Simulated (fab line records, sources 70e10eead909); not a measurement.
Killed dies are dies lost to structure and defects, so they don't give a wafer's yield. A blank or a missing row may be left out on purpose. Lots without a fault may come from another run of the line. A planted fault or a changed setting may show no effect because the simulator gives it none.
Chamber matching | flow nand_harc | NHARC_A_CONTACT_ETCH_90 on rie_diel-13: 4 sister chambers
The step etches the open film in CH3F/O2, target depth 40 nm, time 85.7 s. 24 wafers are shown with their chamber, then 12 later ones without.

WAFERS WITH THEIR CHAMBER
wafer  | chamber | drypump_motor_current_A (A) | showerhead_plenum_p_Torr (Torr) | rf_vpp_V (V)
L074.3 | 3       | 5.5                         | 2.34                            | 241.2
L074.5 | 1       | 6.2                         | 2.28                            | 242.2
L074.6 | 2       | 6.4                         | 2.37                            | 243.0
L075.1 | 0       | 5.0                         | 2.28                            | 241.2
L075.2 | 1       | 6.2                         | 2.28                            | 240.8
L075.5 | 0       | 5.0                         | 2.28                            | 240.0
L076.1 | 0       | 5.0                         | 2.28                            | 241.8
L076.3 | 2       | 6.4                         | 2.37                            | 244.9
L076.6 | 0       | 5.0                         | 2.28                            | 241.8
L077.1 | 0       | 5.0                         | 2.28                            | 242.2
L077.5 | 3       | 5.5                         | 2.34                            | 242.3
L077.6 | 2       | 6.4                         | 2.36                            | 243.1
L078.2 | 2       | 6.4                         | 2.36                            | 243.3
L078.4 | 1       | 6.2                         | 2.28                            | 241.2
L078.5 | 2       | 6.5                         | 2.36                            | 241.6
L082.4 | 1       | 6.2                         | 2.27                            | 241.6
L082.5 | 2       | 6.4                         | 2.36                            | 242.9
L082.6 | 3       | 5.5                         | 2.34                            | 243.7
L081.1 | 1       | 6.2                         | 2.27                            | 240.9
L081.2 | 0       | 5.0                         | 2.28                            | 241.0
L081.3 | 2       | 6.4                         | 2.36                            | 241.3
L084.2 | 1       | 6.2                         | 2.27                            | 242.2
L084.3 | 2       | 6.4                         | 2.36                            | 242.6
L084.6 | 0       | 5.0                         | 2.28                            | 241.9

SIGNATURES (means of the wafers above)
reading                  | chamber 0 | chamber 1 | chamber 2 | chamber 3 | scatter within a chamber
drypump_motor_current_A  | 5.000     | 6.200     | 6.413     | 5.500     | 0.0209
showerhead_plenum_p_Torr | 2.2800    | 2.2750    | 2.3625    | 2.3400    | 0.00387
rf_vpp_V                 | 241.414   | 241.483   | 242.838   | 242.400   | 0.921
Rule: a wafer's distance from a chamber is the root of the sum, over the readings, of the square of ((its reading less the chamber's mean) divided by the reading's scatter). The wafer belongs to the nearest chamber; if the next one is less than 2 further off, it can't be placed. The scatter: the root of (the sum of the squares of (reading less its chamber's mean) over the shown wafers, divided by (wafers less chambers)).

WAFERS WITHOUT THEIR CHAMBER
wafer  | drypump_motor_current_A (A) | showerhead_plenum_p_Torr (Torr) | rf_vpp_V (V)
L086.1 | 5.0                         | 2.28                            | 241.0
L086.2 | 5.5                         | 2.34                            | 243.9
L086.6 | 5.5                         | 2.34                            | 242.4
L088.1 | 6.4                         | 2.36                            | 242.8
L088.2 | 5.0                         | 2.27                            | 241.2
L088.4 | 5.5                         | 2.34                            | 243.9
L091.1 | 6.2                         | 2.27                            | 241.5
L091.4 | 6.4                         | 2.36                            | 242.7
L091.6 | 5.5                         | 2.33                            | 240.6
L097.2 | 6.4                         | 2.35                            | 242.4
L097.3 | 5.5                         | 2.33                            | 242.5
L097.6 | 5.5                         | 2.33                            | 242.1

WHICH CHAMBER EACH WENT THROUGH
wafer  | from the rows above | in truth
L086.1 | 0                   | 0
L086.2 | 3                   | 3
L086.6 | 3                   | 3
L088.1 | 2                   | 2
L088.2 | 0                   | 0
L088.4 | 3                   | 3
L091.1 | 1                   | 1
L091.4 | 2                   | 2
L091.6 | 3                   | 3
L097.2 | 2                   | 2
L097.3 | 3                   | 3
L097.6 | 3                   | 3
Placed correctly: 12 of 12. Can't be placed from these rows: 0. Placed wrongly: 0.
